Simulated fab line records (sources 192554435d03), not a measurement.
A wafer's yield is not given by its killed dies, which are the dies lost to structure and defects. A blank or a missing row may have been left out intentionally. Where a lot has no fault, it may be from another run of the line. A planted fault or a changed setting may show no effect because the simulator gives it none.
fab line records ; flow n5Finfet
record lots=7; wafers=21
route steps=1938 shown SDB@350 HKMG_FIN@392 GATE_CUT@481
startH: start of the lot's first displayed wafer, in hours after the record's first day ; waitH: time in hours since the lot's previous step ; " repeats the value in the row above ; L1.1+2: several wafers, shown together as one row ; - no value, or no start given ; * or withheld: withheld ; < > ~ a bound
route shown NAME@n: NAME is a module with steps in the file, n the number in the route of the first one ; usual: mean and standard deviation over wafers with no fault ; same: alike in all rows ; chamber/n: place in a boat ; sites: per-site readings ; _std_site: the values' standard deviation ; _edge_site: outer sites' mean less inner sites' ; radiusMm: for every site, how far away it sits from the centre of the wafer ; mask NAME#n: copy n ; behind: tool/chamber where the wafer was last shaped ; hold: cause of the lot's hold/its duration in hours/its outcome ; device: the transistor (n, p or np) that didn't switch ; end of line: tests run on the same wafers once the route is complete ; step lacking rows: just its recipe ; killed: not the wafer's yield, but the dies lost to structure and defects at the first sort ; map: a wafer's dies, marking killed ones x, the rest . and places with no die _
set.NAME: the setting the step ran with; set.NAME@STEP: the setting that earlier step ran with ; model.NAME: the simulator's own value behind a step, which no gauge read
lots whose settings were changed on purpose; a table a step, a row a wafer
## steps
# step N5_SDB_COAT_05
# recipe resist=CAR-ArF; spinRpm=1500; resistThkNm=90
lot.wafer;tool;chamber;startH;waitH;set.spinRpm;model.CAR-ArF_of_SDB_COAT_05.thkNm
L076.1;lithoTrack-05;0;-;-;1500;90.4
L076.2+5;lithoTrack-05;0;-;-;1500;90.2
L077.4;lithoTrack-02;0;-;-;1500;90.4
L077.5;lithoTrack-02;0;-;-;1589;87.6
L077.6;lithoTrack-02;0;-;-;1500;90
L082.1+2;lithoTrack-02;0;-;-;1500;89.8
L082.5;lithoTrack-02;0;-;-;1419;92.2
L084.2;lithoTrack-02;0;-;-;1500;89.8
L084.5+6;lithoTrack-02;0;-;-;1500;90
L089.1;lithoTrack-02;0;-;-;1500;89.6
L089.4;lithoTrack-02;0;-;-;1618;86.6
L089.6;lithoTrack-02;0;-;-;1500;90
L093.2;lithoTrack-05;0;-;-;1455;91.4
L093.4;lithoTrack-05;0;-;-;1500;90.2
L093.5;lithoTrack-05;0;-;-;1500;90.4
L094.1+2;lithoTrack-03;0;-;-;1500;90.4
L094.4;lithoTrack-03;0;-;-;1619;87
# step N5_SDB_EBR_07
# recipe solvent=PGMEA; ebrWidthMm=1.5
# step N5_SDB_SOFTBAKE_06
# recipe tempC=110; timeS=60; resist=CAR-ArF
# step N5_SDB_EXPOSE_08
# recipe maskId=SDB; na=1.35; sourceShape=conventional; sigmaOuter=0.5; polarization=unpolarized; doseMj=49.6
# step N5_SDB_PEB_09
# recipe pebTempC=withheld; pebTimeS=60; resist=CAR-ArF
# step N5_SDB_DEVELOP_10
# recipe developTimeS=30; developer=TMAH; resist=CAR-ArF; rinseLiquid=diw; dry=airSpin; devTempC=23
lot.wafer;tool;chamber;startH;waitH;set.spinRpm@SDB_COAT_05;model.CAR-ArF_of_SDB_COAT_05.thkNm
L076.1+2;lithoTrack-05;0;-;-;1500;88.6
L076.5;lithoTrack-05;0;-;-;1500;88.4
L077.4;lithoTrack-03;0;-;-;1500;88.8
L077.5;lithoTrack-03;0;-;-;1589;85.8
L077.6;lithoTrack-03;0;-;-;1500;88.4
L082.1+2;lithoTrack-05;0;-;-;1500;88
L082.5;lithoTrack-05;0;-;-;1419;90.6
L084.2+5;lithoTrack-05;0;-;-;1500;88.2
L084.6;lithoTrack-05;0;-;-;1500;88.4
L089.1;lithoTrack-02;0;-;-;1500;88
L089.4;lithoTrack-02;0;-;-;1618;84.8
L089.6;lithoTrack-02;0;-;-;1500;88.2
L093.2;lithoTrack-03;0;-;-;1455;89.8
L093.4;lithoTrack-03;0;-;-;1500;88.4
L093.5;lithoTrack-03;0;-;-;1500;88.6
L094.1;lithoTrack-05;0;-;-;1500;88.8
L094.2;lithoTrack-05;0;-;-;1500;88.6
L094.4;lithoTrack-05;0;-;-;1619;85.2
# step N5_SDB_DESCUM_16
# recipe chemistry=O2; timeS=7.9; sourcePowerW=50; biasPowerW=20; pressureMtorr=20; rfFrequencyHz=2.712e+07; tempC=40; resist=CAR-ArF; o2FlowSccm=225
lot.wafer;tool;chamber;startH;waitH;set.spinRpm@SDB_COAT_05;model.CAR-ArF_of_SDB_COAT_05.thkNm
L076.1+2;rieDiel-05;2,1;78.98;0.0;1500;83.8
L076.5;rieDiel-05;2;78.98;0.0;1500;83.6
L077.4;rieDiel-02;3;83.28;0.0;1500;84
L077.5;rieDiel-02;2;83.28;0.0;1589;81
L077.6;rieDiel-02;1;83.28;0.0;1500;83.4
L082.1+2;rieDiel-06;2,1;119.28;0.4;1500;83.2
L082.5;rieDiel-06;1;119.28;0.4;1419;85.6
L084.2+5;rieDiel-05;3;132.75;0.0;1500;83.4
L084.6;rieDiel-05;1;132.75;0.0;1500;83.6
L089.1;rieDiel-05;1;156.16;0.0;1500;83.2
L089.4;rieDiel-05;0;156.16;0.0;1618;80
L089.6;rieDiel-05;3;156.16;0.0;1500;83.4
L093.2;rieDiel-05;3;184.58;0.0;1455;85
L093.4+5;rieDiel-05;2,3;184.58;0.0;1500;83.8
L094.1;rieDiel-05;1;185.10;0.0;1500;84
L094.2;rieDiel-05;0;185.10;0.0;1500;83.8
L094.4;rieDiel-05;3;185.10;0.0;1619;80.4
# step N5_SDB_ETCH_17
# recipe chemistry=CF4; target=SiARC; targetDepthA=234; maskMaterial=CAR-ArF; timeS=39; ionEnergyEv=80; pressureMtorr=40; sourceW=545; biasW=36; Ar_flow_sccm=100; cf4FlowSccm=100; ends=cleared
lot.wafer;tool;chamber;startH;waitH;set.spinRpm@SDB_COAT_05;model.CAR-ArF_of_SDB_COAT_05.thkNm
L076.1;rieDiel-05;2;79.02;0.0;1500;67
L076.2+5;rieDiel-05;1,2;79.02;0.0;1500;66.8
L077.4;rieDiel-02;3;83.31;0.0;1500;67.4
L077.5;rieDiel-02;2;83.31;0.0;1589;64.2
L077.6;rieDiel-02;1;83.31;0.0;1500;66.8
L082.1+2;rieDiel-06;2,1;119.31;0.0;1500;66.4
L082.5;rieDiel-06;1;119.31;0.0;1419;69
L084.2+5;rieDiel-05;3;132.78;0.0;1500;66.6
L084.6;rieDiel-05;1;132.78;0.0;1500;66.8
L089.1;rieDiel-05;1;156.19;0.0;1500;66.2
L089.4;rieDiel-05;0;156.19;0.0;1618;63.2
L089.6;rieDiel-05;3;156.19;0.0;1500;66.6
L093.2;rieDiel-05;3;184.61;0.0;1455;68.2
L093.4+5;rieDiel-05;2,3;184.61;0.0;1500;67
L094.1;rieDiel-05;1;185.13;0.0;1500;67.2
L094.2;rieDiel-05;0;185.13;0.0;1500;67
L094.4;rieDiel-05;3;185.13;0.0;1619;63.6
# step N5_HKMG_FIN_COAT_43
# recipe resist=CAR-ArF; spinRpm=1500; resistThkNm=90
lot.wafer;tool;chamber;startH;waitH;set.spinRpm;model.CAR-ArF_of_HKMG_FIN_COAT_43.thkNm
L076.1;lithoTrack-04;0;-;-;1500;89.8
L076.2;lithoTrack-04;0;-;-;1566;87.8
L076.5;lithoTrack-04;0;-;-;1500;89.6
L077.4;lithoTrack-02;0;-;-;1398;93.2
L077.5;lithoTrack-02;0;-;-;1500;89.4
L077.6;lithoTrack-02;0;-;-;1500;89.6
L082.1;lithoTrack-02;0;-;-;1568;87.8
L082.2;lithoTrack-02;0;-;-;1568;88
L082.5;lithoTrack-02;0;-;-;1500;89.6
L084.2+5;lithoTrack-04;0;-;-;1500;90.4
L084.6;lithoTrack-04;0;-;-;1500;90.2
L089.1+4+6;lithoTrack-01;0;-;-;1500;90.2
L093.2+4;lithoTrack-04;0;-;-;1500;90.6
L093.5;lithoTrack-04;0;-;-;1574;88.4
L094.1;lithoTrack-04;0;-;-;1500;90.2
L094.2;lithoTrack-04;0;-;-;1413;92.8
L094.4;lithoTrack-04;0;-;-;1500;90
# step N5_HKMG_FIN_PEB_47
# recipe pebTempC=withheld; pebTimeS=60; resist=CAR-ArF
lot.wafer;tool;chamber;startH;waitH;set.pebTimeS
L076.1;lithoTrack-02;0;85.36;0.1;72.36
L076.2+5;lithoTrack-02;0;85.36;0.1;60
L077.4+5+6;lithoTrack-04;0;88.59;0.0;60
L082.1+2;lithoTrack-02;0;124.84;0.1;54.58
L082.5;lithoTrack-02;0;124.84;0.1;60
L084.2+5+6;lithoTrack-02;0;138.44;0.0;60
L089.1+6;lithoTrack-02;0;161.48;0.1;49.38
L089.4;lithoTrack-02;0;161.48;0.1;60
L093.2+4+5;lithoTrack-04;0;190.54;0.0;60
L094.1+2;lithoTrack-02;0;191.47;0.1;60
L094.4;lithoTrack-02;0;191.47;0.1;50.26
# step N5_HKMG_FIN_DEVELOP_48
# recipe developTimeS=30; developer=TMAH; resist=CAR-ArF; rinseLiquid=diw; dry=airSpin; devTempC=23
lot.wafer;tool;chamber;startH;waitH;set.spinRpm@HKMG_FIN_COAT_43;model.CAR-ArF_of_HKMG_FIN_COAT_43.thkNm
L076.1+5;lithoTrack-02;0;-;-;1500;88
L076.2;lithoTrack-02;0;-;-;1566;86.2
L077.4;lithoTrack-04;0;-;-;1398;91.6
L077.5;lithoTrack-04;0;-;-;1500;87.6
L077.6;lithoTrack-04;0;-;-;1500;87.8
L082.1;lithoTrack-02;0;-;-;1568;86
L082.2;lithoTrack-02;0;-;-;1568;86.2
L082.5;lithoTrack-02;0;-;-;1500;88
L084.2+5+6;lithoTrack-02;0;-;-;1500;88.6
L089.1;lithoTrack-02;0;-;-;1500;88.6
L089.4+6;lithoTrack-02;0;-;-;1500;88.4
L093.2+4;lithoTrack-04;0;-;-;1500;89
L093.5;lithoTrack-04;0;-;-;1574;86.6
L094.1;lithoTrack-02;0;-;-;1500;88.4
L094.2;lithoTrack-02;0;-;-;1413;91.2
L094.4;lithoTrack-02;0;-;-;1500;88.2
# step N5_HKMG_FIN_CD_MEAS_49
# recipe targetCdNm=202; landingEnergyEv=500; detector=seInlens; polarity=opening
# usual cdNm=202.1/0.61
lot.wafer;tool;chamber;startH;waitH;set.pebTimeS@HKMG_FIN_PEB_47;cdNm
L076.1;cdSem-01;0;85.43;-;72.36;208.3
L076.2;cdSem-01;0;85.43;-;60;202.4
L076.5;cdSem-01;0;85.43;-;60;201.8
L077.4;cdSem-02;0;88.66;-;60;201.6
L077.5;cdSem-02;0;88.66;-;60;202.0
L077.6;cdSem-02;0;88.66;-;60;201.9
L082.1;cdSem-01;0;124.91;-;54.58;198.5
L082.2;cdSem-01;0;124.91;-;54.58;198.6
L082.5;cdSem-01;0;124.91;-;60;201.8
L084.2;cdSem-02;0;138.51;-;60;201.0
L084.5;cdSem-02;0;138.51;-;60;201.1
L084.6;cdSem-02;0;138.51;-;60;201.4
L089.1;cdSem-03;0;161.54;-;49.38;196.1
L089.4;cdSem-03;0;161.54;-;60;202.5
L089.6;cdSem-03;0;161.54;-;49.38;196.1
L093.2;cdSem-02;0;190.61;-;60;202.3
L093.4;cdSem-02;0;190.61;-;60;202.9
L093.5;cdSem-02;0;190.61;-;60;202.3
L094.1;cdSem-03;0;191.54;-;60;202.1
L094.2;cdSem-03;0;191.54;-;60;201.1
L094.4;cdSem-03;0;191.54;-;50.26;195.3
# step N5_HKMG_FIN_DESCUM_53
# recipe chemistry=O2; timeS=7.9; sourcePowerW=50; biasPowerW=20; pressureMtorr=20; rfFrequencyHz=2.712e+07; tempC=40; resist=CAR-ArF; o2FlowSccm=225
lot.wafer;tool;chamber;startH;waitH;set.spinRpm@HKMG_FIN_COAT_43;model.CAR-ArF_of_HKMG_FIN_COAT_43.thkNm
L076.1+5;rieDiel-06;2;85.52;0.0;1500;83.2
L076.2;rieDiel-06;0;85.52;0.0;1566;81.4
L077.4;rieDiel-05;0;88.74;0.0;1398;86.6
L077.5;rieDiel-05;0;88.74;0.0;1500;82.8
L077.6;rieDiel-05;3;88.74;0.0;1500;83
L082.1;rieDiel-06;0;125.00;0.0;1568;81.2
L082.2;rieDiel-06;2;125.00;0.0;1568;81.4
L082.5;rieDiel-06;0;125.00;0.0;1500;83.2
L084.2+5+6;rieDiel-05;3,0,1;138.60;0.0;1500;83.8
L089.1;rieDiel-02;3;161.64;0.0;1500;83.8
L089.4+6;rieDiel-02;2,3;161.64;0.0;1500;83.6
L093.2;rieDiel-02;3;190.86;0.2;1500;84.2
L093.4;rieDiel-02;0;190.86;0.2;1500;84
L093.5;rieDiel-02;3;190.86;0.2;1574;81.8
L094.1;rieDiel-06;0;192.17;0.6;1500;83.6
L094.2;rieDiel-06;2;192.17;0.6;1413;86.2
L094.4;rieDiel-06;3;192.17;0.6;1500;83.4
# step N5_HKMG_FIN_ETCH_54
# recipe chemistry=CF4; target=SiARC; targetDepthA=455; maskMaterial=CAR-ArF; timeS=75.8; ionEnergyEv=80; pressureMtorr=40; sourceW=545; biasW=36; Ar_flow_sccm=100; cf4FlowSccm=100; ends=cleared
lot.wafer;tool;chamber;startH;waitH;set.pebTimeS@HKMG_FIN_PEB_47;model.HKMG_FIN.cdOffsetNm
L076.1;rieDiel-06;2;85.55;0.0;72.36;6.2
L076.2+5;rieDiel-06;0,2;85.55;0.0;60;0.2
L077.4;rieDiel-05;0;88.78;0.0;60;-0.2
L077.5;rieDiel-05;0;88.78;0.0;60;0.2
L077.6;rieDiel-05;3;88.78;0.0;60;0
L082.1+2;rieDiel-06;0,2;125.04;0.0;54.58;-3.2
L082.5;rieDiel-06;0;125.04;0.0;60;-0.2
L084.2;rieDiel-05;3;138.63;0.0;60;-1.4
L084.5+6;rieDiel-05;0,1;138.63;0.0;60;-1
L089.1+6;rieDiel-02;3;161.68;0.0;49.38;-6
L089.4;rieDiel-02;2;161.68;0.0;60;0.6
L093.2;rieDiel-02;3;190.89;0.0;60;0.4
L093.4;rieDiel-02;0;190.89;0.0;60;0.6
L093.5;rieDiel-02;3;190.89;0.0;60;0.2
L094.1;rieDiel-06;0;192.21;0.0;60;-0.2
L094.2;rieDiel-06;2;192.21;0.0;60;-0.6
L094.4;rieDiel-06;3;192.21;0.0;50.26;-7
# step N5_HKMG_FIN_COAT_06
# recipe resist=CAR-ArF; spinRpm=1500; resistThkNm=90
lot.wafer;tool;chamber;startH;waitH;set.spinRpm;model.CAR-ArF_of_HKMG_FIN_COAT_06.thkNm
L076.1+5;lithoTrack-04;0;-;-;1500;90
L076.2;lithoTrack-04;0;-;-;1500;89.8
L077.4;lithoTrack-04;0;-;-;1500;90
L077.5;lithoTrack-04;0;-;-;1500;89.8
L077.6;lithoTrack-04;0;-;-;1500;90.2
L082.1+2;lithoTrack-04;0;-;-;1500;90.4
L082.5;lithoTrack-04;0;-;-;1500;90.2
L084.2+5;lithoTrack-02;0;-;-;1500;90
L084.6;lithoTrack-02;0;-;-;1500;89.8
L089.1+4+6;lithoTrack-04;0;-;-;1500;90
L093.2;lithoTrack-01;0;-;-;1558;88.4
L093.4;lithoTrack-01;0;-;-;1558;88.6
L093.5;lithoTrack-01;0;-;-;1500;90
L094.1;lithoTrack-02;0;-;-;1355;94.8
L094.2+4;lithoTrack-02;0;-;-;1500;90
# step N5_HKMG_FIN_EBR_08
# recipe solvent=PGMEA; ebrWidthMm=1.5
# step N5_HKMG_FIN_SOFTBAKE_07
# recipe tempC=110; timeS=60; resist=CAR-ArF
# step N5_HKMG_FIN_EXPOSE_09
# recipe maskId=NWFM; na=1.35; sourceShape=conventional; sigmaOuter=0.8; polarization=unpolarized; doseMj=39.25
# step N5_HKMG_FIN_PEB_10
# recipe pebTempC=withheld; pebTimeS=60; resist=CAR-ArF
# step N5_HKMG_FIN_DEVELOP_11
# recipe developTimeS=30; developer=TMAH; resist=CAR-ArF; devTempC=23; rinseLiquid=diw; dry=airSpin
lot.wafer;tool;chamber;startH;waitH;set.spinRpm@HKMG_FIN_COAT_06;model.CAR-ArF_of_HKMG_FIN_COAT_06.thkNm
L076.1+2+5;lithoTrack-02;0;-;-;1500;88.2
L077.4;lithoTrack-02;0;-;-;1500;88.4
L077.5;lithoTrack-02;0;-;-;1500;88.2
L077.6;lithoTrack-02;0;-;-;1500;88.6
L082.1+2+5;lithoTrack-02;0;-;-;1500;88.6
L084.2+5+6;lithoTrack-02;0;-;-;1500;88.2
L089.1+6;lithoTrack-02;0;-;-;1500;88.4
L089.4;lithoTrack-02;0;-;-;1500;88.2
L093.2;lithoTrack-01;0;-;-;1558;86.6
L093.4;lithoTrack-01;0;-;-;1558;87
L093.5;lithoTrack-01;0;-;-;1500;88.2
L094.1;lithoTrack-04;0;-;-;1355;93
L094.2;lithoTrack-04;0;-;-;1500;88.2
L094.4;lithoTrack-04;0;-;-;1500;88.4
# step N5_HKMG_FIN_DESCUM_17
# recipe chemistry=O2; timeS=7.9; sourcePowerW=50; biasPowerW=20; pressureMtorr=20; rfFrequencyHz=2.712e+07; tempC=40; resist=CAR-ArF; o2FlowSccm=225
lot.wafer;tool;chamber;startH;waitH;set.timeS;set.spinRpm@HKMG_FIN_COAT_06;model.CAR-ArF_of_HKMG_FIN_COAT_06.thkNm
L076.1+2;rieDiel-06;1,3;88.95;0.0;6.19;1500;84.4
L076.5;rieDiel-06;0;88.95;0.0;7.9;1500;83.4
L077.4;rieDiel-05;2;92.11;0.0;6.753;1500;84.2
L077.5;rieDiel-05;2;92.11;0.0;7.9;1500;83.4
L077.6;rieDiel-05;3;92.11;0.0;7.9;1500;83.6
L082.1+5;rieDiel-02;2,1;128.25;0.0;7.9;1500;83.8
L082.2;rieDiel-02;3;128.25;0.0;8.852;1500;83.2
L084.2+5+6;rieDiel-02;1,2,3;142.06;0.0;7.9;1500;83.4
L089.1+4;rieDiel-06;3,1;164.91;0.0;7.9;1500;83.4
L089.6;rieDiel-06;0;164.91;0.0;7.9;1500;83.6
L093.2;rieDiel-05;0;194.24;0.0;6.57;1558;82.6
L093.4;rieDiel-05;2;194.24;0.0;7.9;1558;82.2
L093.5;rieDiel-05;0;194.24;0.0;6.57;1500;84.2
L094.1;rieDiel-05;2;195.59;0.1;9.239;1355;87.4
L094.2;rieDiel-05;3;195.59;0.1;7.9;1500;83.4
L094.4;rieDiel-05;1;195.59;0.1;9.239;1500;82.8
# step N5_GATE_CUT_COAT_07
# recipe resist=CAR-EUV; spinRpm=1500; resistThkNm=30
lot.wafer;tool;chamber;startH;waitH;set.spinRpm;model.CAR-EUV_of_GATE_CUT_COAT_07.thkNm
L076.1;lithoTrack-04;0;-;-;1500;29.8
L076.2+5;lithoTrack-04;0;-;-;1564;29.4
L077.4+5+6;lithoTrack-04;0;-;-;1500;30
L082.1;lithoTrack-03;0;-;-;1556;29.4
L082.2+5;lithoTrack-03;0;-;-;1500;30
L084.2;lithoTrack-03;0;-;-;1500;30
L084.5+6;lithoTrack-03;0;-;-;1500;30.2
L089.1+6;lithoTrack-03;0;-;-;1500;30
L089.4;lithoTrack-03;0;-;-;1500;30.2
L093.2;lithoTrack-04;0;-;-;1500;30
L093.4+5;lithoTrack-04;0;-;-;1500;30.2
L094.1+4;lithoTrack-04;0;-;-;1500;30
L094.2;lithoTrack-04;0;-;-;1579;29.2
## key
split step=N5_SDB_COAT_05; setting=spinRpm; stated=1500; by=wafer
response step=N5_SDB_COAT_05; reading=model.CAR-ArF_of_SDB_COAT_05.thkNm; change=-0.423; per=1%; r=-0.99
response step=N5_SDB_DEVELOP_10; reading=model.CAR-ArF_of_SDB_COAT_05.thkNm; change=-0.445; per=1%; r=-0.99
response step=N5_SDB_DESCUM_16; reading=model.CAR-ArF_of_SDB_COAT_05.thkNm; change=-0.435; per=1%; r=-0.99
response step=N5_SDB_ETCH_17; reading=model.CAR-ArF_of_SDB_COAT_05.thkNm; change=-0.443; per=1%; r=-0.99
split step=N5_HKMG_FIN_COAT_43; setting=spinRpm; stated=1500; by=wafer
response step=N5_HKMG_FIN_COAT_43; reading=model.CAR-ArF_of_HKMG_FIN_COAT_43.thkNm; change=-0.47; per=1%; r=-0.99
response step=N5_HKMG_FIN_DEVELOP_48; reading=model.CAR-ArF_of_HKMG_FIN_COAT_43.thkNm; change=-0.498; per=1%; r=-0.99
response step=N5_HKMG_FIN_DESCUM_53; reading=model.CAR-ArF_of_HKMG_FIN_COAT_43.thkNm; change=-0.477; per=1%; r=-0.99
split step=N5_HKMG_FIN_PEB_47; setting=pebTimeS; stated=60; by=wafer
response step=N5_HKMG_FIN_CD_MEAS_49; reading=cdNm; change=+0.342; per=1%; r=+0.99
response step=N5_HKMG_FIN_ETCH_54; reading=model.HKMG_FIN.cdOffsetNm; change=+0.346; per=1%; r=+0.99
split step=N5_HKMG_FIN_COAT_06; setting=spinRpm; stated=1500; by=wafer
response step=N5_HKMG_FIN_COAT_06; reading=model.CAR-ArF_of_HKMG_FIN_COAT_06.thkNm; change=-0.482; per=1%; r=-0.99
response step=N5_HKMG_FIN_DEVELOP_11; reading=model.CAR-ArF_of_HKMG_FIN_COAT_06.thkNm; change=-0.469; per=1%; r=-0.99
response step=N5_HKMG_FIN_DESCUM_17; reading=model.CAR-ArF_of_HKMG_FIN_COAT_06.thkNm; change=-0.448; per=1%; r=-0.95
split step=N5_HKMG_FIN_DESCUM_17; setting=timeS; stated=7.9; by=wafer
response none clear
split step=N5_GATE_CUT_COAT_07; setting=spinRpm; stated=1500; by=wafer
response step=N5_GATE_CUT_COAT_07; reading=model.CAR-EUV_of_GATE_CUT_COAT_07.thkNm; change=-0.136; per=1%; r=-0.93
